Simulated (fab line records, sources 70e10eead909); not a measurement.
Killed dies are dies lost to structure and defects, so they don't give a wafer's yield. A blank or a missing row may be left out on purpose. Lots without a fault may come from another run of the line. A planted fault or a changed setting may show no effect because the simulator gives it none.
Which tool did it? | flow nand_harc | 11 lots, 33 wafers sampled, at 4 steps of a route of 1159

WHAT THE GAUGES READ, wafer by wafer
The record holds no reading of a measuring or inspecting step that can be judged against a usual standard deviation.

WHICH TOOL RAN EACH LOT (tool, then ch and the chambers of the sampled wafers, then the start)
lot  | NHARC_A_STAIRCASE_TRIM_14                     | NHARC_A_STAIRCASE_TRIM_22          | NHARC_A_STAIRCASE_TRIM_24        | NHARC_A_STAIRCASE_ETCH_25
L339 | rie_diel-08 ch 0,1,2, day 11 15:19 or earlier | rie_diel-13 ch 0,2, day 11 15:19   | rie_diel-13 ch 0,1,3, no start   | rie_diel-13 ch 0,1,2, no start
L341 | rie_diel-08 ch 0,3, day 11 18:27 or earlier   | rie_diel-08 ch 0,1,3, day 11 18:27 | rie_diel-08 ch 0,1,3, no start   | rie_diel-08 ch 1,2,3, no start
L340 | rie_diel-13 ch 0,2,3, day 11 18:14 or earlier | rie_diel-08 ch 1,2,3, day 11 18:14 | rie_diel-08 ch 1,2,3, no start   | rie_diel-08 ch 1,2,3, no start
L345 | rie_diel-13 ch 1,2, day 12 05:52 or earlier   | rie_diel-08 ch 0,1,2, day 12 05:52 | rie_diel-08 ch 1,2,3, no start   | rie_diel-08 ch 0,1,3, no start
L343 | rie_diel-13 ch 0,1,2, day 12 12:14 or earlier | rie_diel-08 ch 1,3, day 12 12:14   | rie_diel-08 ch 1,3, day 12 12:39 | rie_diel-08 ch 1,2,3, no start
L346 | rie_diel-13 ch 1,3, day 12 12:02 or earlier   | rie_diel-09 ch 1,2, day 12 12:02   | rie_diel-09 ch 2,3, no start     | rie_diel-09 ch 0,1,2, no start
L354 | rie_diel-09 ch 0,1,2, day 14 19:50 or earlier | rie_diel-09 ch 0,2,3, day 14 19:50 | rie_diel-09 ch 0,1,2, no start   | rie_diel-09 ch 0,1,3, no start
L358 | rie_diel-13 ch 1,3, day 15 11:28 or earlier   | rie_diel-13 ch 0,1,2, day 15 11:28 | rie_diel-13 ch 1,2, no start     | rie_diel-13 ch 0,1,2, no start
L360 | rie_diel-13 ch 0,1, day 16 02:23 or earlier   | rie_diel-13 ch 1,2,3, day 16 02:23 | rie_diel-13 ch 1,2,3, no start   | rie_diel-13 ch 1,2,3, no start
L359 | rie_diel-09 ch 0,1,2, day 16 05:00 or earlier | rie_diel-09 ch 0,2,3, day 16 05:00 | rie_diel-09 ch 0,1,3, no start   | rie_diel-09 ch 1,2,3, no start
L361 | rie_diel-09 ch 1,2,3, day 16 22:55 or earlier | rie_diel-08 ch 0,1,3, day 16 22:55 | rie_diel-08 ch 0,1,3, no start   | rie_diel-08 ch 0,1,2, no start
- NHARC_A_STAIRCASE_TRIM_14: chemistry O2, time 211.2 s.
- NHARC_A_STAIRCASE_TRIM_22: chemistry O2, time 211.2 s.
- NHARC_A_STAIRCASE_TRIM_24: chemistry O2, time 211.2 s.
- NHARC_A_STAIRCASE_ETCH_25: etches the open film in C4F8/O2, target depth 100 nm, time 40.5 s.

WHAT THE TOOLS THEMSELVES READ (means of the sampled wafers that have a number; where no wafer has one, the mark that the record gives instead)
NHARC_A_STAIRCASE_TRIM_14. Usual: drypump_motor_current_A 5.9 A, standard deviation 0.44; oes_product_au 0.998 a.u., standard deviation 0.011; rf_vpp_V 57.8 V, standard deviation 0.86; run_length_s 232.4 s, standard deviation 0.45; showerhead_plenum_p_Torr 3.53 Torr, standard deviation 0.13; throttle_valve_pct 17.036 %, standard deviation 0.0094.
lot  | tool        | drypump_motor_current_A (A) | oes_product_au (a.u.) | rf_vpp_V (V) | run_length_s (s) | showerhead_plenum_p_Torr (Torr) | throttle_valve_pct (%) | flag
L339 | rie_diel-08 | 6.2                         | 0.999                 | 57.5         | 232.4            | 3.45                            | 17.044                 |
L341 | rie_diel-08 | 6.1                         | 1.001                 | 57.6         | 232.3            | 3.48                            | 17.026                 |
L340 | rie_diel-13 | 5.9                         | 1.010                 | 57.8         | 232.4            | 3.50                            | 17.036                 |
L345 | rie_diel-13 | 5.9                         | 0.993                 | 58.8         | 232.1            | 3.65                            | 17.040                 |
L343 | rie_diel-13 | 6.0                         | 0.995                 | 58.5         | 232.3            | 3.59                            | 17.036                 |
L346 | rie_diel-13 | 5.6                         | 0.997                 | 58.2         | 232.1            | 3.68                            | 17.042                 |
L354 | rie_diel-09 | 6.0                         | 0.991                 | 57.8         | 232.5            | 3.49                            | 17.028                 |
L358 | rie_diel-13 | 5.5                         | 1.006                 | 57.6         | 232.7            | 3.58                            | 17.033                 |
L360 | rie_diel-13 | 5.8                         | 1.010                 | 58.8         | 232.5            | 3.65                            | 17.040                 |
L359 | rie_diel-09 | 6.0                         | 0.998                 | 57.9         | 232.4            | 3.48                            | 17.038                 |
L361 | rie_diel-09 | 5.8                         | 1.002                 | 58.4         | 233.0            | 3.57                            | 17.035                 |

NHARC_A_STAIRCASE_TRIM_22. Usual: drypump_motor_current_A 6.0 A, standard deviation 0.45; oes_product_au 0.995 a.u., standard deviation 0.0097; rf_vpp_V 57.6 V, standard deviation 0.85; run_length_s 232.5 s, standard deviation 0.43; showerhead_plenum_p_Torr 3.50 Torr, standard deviation 0.12; throttle_valve_pct 17.036 %, standard deviation 0.01.
lot  | tool        | drypump_motor_current_A (A) | oes_product_au (a.u.) | rf_vpp_V (V) | run_length_s (s) | showerhead_plenum_p_Torr (Torr) | throttle_valve_pct (%) | flag
L339 | rie_diel-13 | 6.0                         | 0.998                 | 57.1         | 232.3            | 3.54                            | 17.045                 |
L341 | rie_diel-08 | 6.2                         | 0.993                 | 57.6         | 232.5            | 3.45                            | 17.040                 |
L340 | rie_diel-08 | 6.3                         | 0.996                 | 58.2         | 232.6            | 3.44                            | 17.033                 |
L345 | rie_diel-08 | 6.1                         | 0.991                 | 58.2         | 215.7            | 3.45                            | 17.039                 | OFF
L343 | rie_diel-08 | 6.4                         | 0.991                 | 57.3         | 215.7            | 3.43                            | 17.037                 | OFF
L346 | rie_diel-09 | 6.3                         | 0.995                 | 57.3         | 232.7            | 3.56                            | 17.027                 |
L354 | rie_diel-09 | 5.5                         | 0.990                 | 57.5         | 232.2            | 3.52                            | 17.038                 |
L358 | rie_diel-13 | 6.0                         | 1.001                 | 57.9         | 232.2            | 3.57                            | 17.031                 |
L360 | rie_diel-13 | 5.8                         | 1.004                 | 57.5         | 232.3            | 3.54                            | 17.042                 |
L359 | rie_diel-09 | 5.5                         | 0.996                 | 57.4         | 232.2            | 3.51                            | 17.034                 |
L361 | rie_diel-08 | 6.2                         | 0.994                 | 57.7         | 232.4            | 3.42                            | 17.035                 |

NHARC_A_STAIRCASE_TRIM_24. Usual: drypump_motor_current_A 6.0 A, standard deviation 0.45; oes_product_au 0.998 a.u., standard deviation 0.011; rf_vpp_V 57.7 V, standard deviation 0.82; run_length_s 232.5 s, standard deviation 0.48; showerhead_plenum_p_Torr 3.50 Torr, standard deviation 0.12; throttle_valve_pct 17.036 %, standard deviation 0.0084.
lot  | tool        | drypump_motor_current_A (A) | oes_product_au (a.u.) | rf_vpp_V (V) | run_length_s (s) | showerhead_plenum_p_Torr (Torr) | throttle_valve_pct (%) | flag
L339 | rie_diel-13 | 5.7                         | 0.998                 | 57.2         | 232.2            | 3.63                            | 17.041                 |
L341 | rie_diel-08 | 6.2                         | 0.997                 | 58.1         | 232.5            | 3.45                            | 17.040                 |
L340 | rie_diel-08 | 6.4                         | 0.994                 | 57.1         | 232.8            | 3.44                            | 17.043                 |
L345 | rie_diel-08 | 6.4                         | 1.001                 | 57.4         | 232.7            | 3.44                            | 17.035                 |
L343 | rie_diel-08 | 6.4                         | 0.999                 | 57.4         | 232.5            | 3.43                            | 17.033                 |
L346 | rie_diel-09 | 5.3                         | 0.998                 | 57.5         | 232.9            | 3.63                            | 17.045                 |
L354 | rie_diel-09 | 5.9                         | 0.987                 | 57.9         | 232.3            | 3.49                            | 17.037                 |
L358 | rie_diel-13 | 6.1                         | 1.003                 | 57.7         | 232.3            | 3.50                            | 17.036                 |
L360 | rie_diel-13 | 5.8                         | 1.008                 | 57.6         | 232.3            | 3.54                            | 17.024                 |
L359 | rie_diel-09 | 6.0                         | 0.990                 | 57.7         | 232.8            | 3.46                            | 17.033                 |
L361 | rie_diel-08 | 6.2                         | 1.001                 | 58.1         | 232.2            | 3.42                            | 17.037                 |

NHARC_A_STAIRCASE_ETCH_25. Usual: oes_product_au 0.936 a.u., standard deviation 0.012; rf_vpp_V 895 V, standard deviation 4.7.
lot  | tool        | oes_product_au (a.u.) | rf_vpp_V (V) | flag
L339 | rie_diel-13 | 0.938                 | 898          |
L341 | rie_diel-08 | 0.927                 | 893          |
L340 | rie_diel-08 | 0.929                 | 893          |
L345 | rie_diel-08 | 0.947                 | 893          |
L343 | rie_diel-08 | 0.933                 | 891          |
L346 | rie_diel-09 | 0.921                 | 894          |
L354 | rie_diel-09 | 0.926                 | 894          |
L358 | rie_diel-13 | 0.938                 | 897          |
L360 | rie_diel-13 | 0.950                 | 896          |
L359 | rie_diel-09 | 0.951                 | 898          |
L361 | rie_diel-08 | 0.939                 | 893          |

THE ANSWER, worked out from the rows above alone
Rule: a lot is off if the mean of its wafers that have a number lies more than 3 standard deviations from the usual mean. A lot without any number at a reading at which 4 lots or more have one is off too. The other lots that the step has rows for count as sound. The gauges are gone through in route order, then the tools' own readings, and for those a lot's mean is taken as printed above. The first step at which some lot is off is used, and at that step the reading that is off furthest; a lot without a number counts as furthest.
Off: L345, L343, at NHARC_A_STAIRCASE_TRIM_22 (run_length_s).
A tool fits if, at that step or a process step before it, it ran every lot that is off, and no sound lot after the first of them. NHARC_A_STAIRCASE_TRIM_14 gives no start for some lots, so the hours and the order of its lots are those of NHARC_A_STAIRCASE_TRIM_22. None of those tried fits.

WHAT THE SIMULATOR HAD PUT IN
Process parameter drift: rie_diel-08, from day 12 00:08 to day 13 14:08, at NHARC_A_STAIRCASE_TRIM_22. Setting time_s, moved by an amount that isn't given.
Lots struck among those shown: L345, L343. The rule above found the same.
